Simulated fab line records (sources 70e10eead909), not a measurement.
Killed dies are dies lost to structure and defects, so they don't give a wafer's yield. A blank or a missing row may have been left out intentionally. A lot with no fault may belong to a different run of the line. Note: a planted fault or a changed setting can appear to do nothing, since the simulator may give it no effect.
Matching of chambers    flow nand-harc    pecvd-01 running NHARC_A_CHANNEL_HOLE_D1_DEP_01: 3 sister chambers
The step deposits SiON, target thk 140 nm. 6 wafers are shown with their chamber, then 10 later ones without.

## WAFERS, EACH WITH ITS CHAMBER
wafer   chamber  heater-power-w (W)
L084.4  2        806
L085.1  2        775
L085.2  1        752
L085.6  0        721
L086.2  1        898
L086.3  0        738

## WAFERS WHOSE CHAMBER IS MISSING
wafer   heater-power-w (W)
L086.5  826
L087.3  731
L087.5  823
L087.6  731
L093.1  667
L093.2  778
L093.4  799
L095.2  852
L095.3  716
L095.6  861

## WHICH CHAMBER EACH WENT THROUGH
wafer   from the rows above           in truth
L086.5  can't be placed: 1 or 2 or 0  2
L087.3  can't be placed: 0 or 2 or 1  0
L087.5  can't be placed: 1 or 2 or 0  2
L087.6  can't be placed: 0 or 2 or 1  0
L093.1  can't be placed: 0 or 2 or 1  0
L093.2  can't be placed: 2 or 1 or 0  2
L093.4  can't be placed: 2 or 1 or 0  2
L095.2  can't be placed: 1 or 2 or 0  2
L095.3  can't be placed: 0 or 2 or 1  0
L095.6  can't be placed: 1 or 2 or 0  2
0 of 10 placed correctly. Cannot be placed on the basis of these rows: 10; the candidates contain the true chamber in 10. Number placed wrongly: 0.
How it was worked out, from the rows above alone: a wafer's distance from a chamber is the root of the sum, over the readings, of the square of ((its reading less the chamber's mean) divided by the reading's scatter). The wafer belongs to the nearest chamber; if the next one is less than 2 further off, it can't be placed. For every chamber, the mean is computed from those of its wafers that are shown. The scatter: the root of (the sum of the squares of (reading less its chamber's mean) over the shown wafers, divided by (wafers less chambers)).
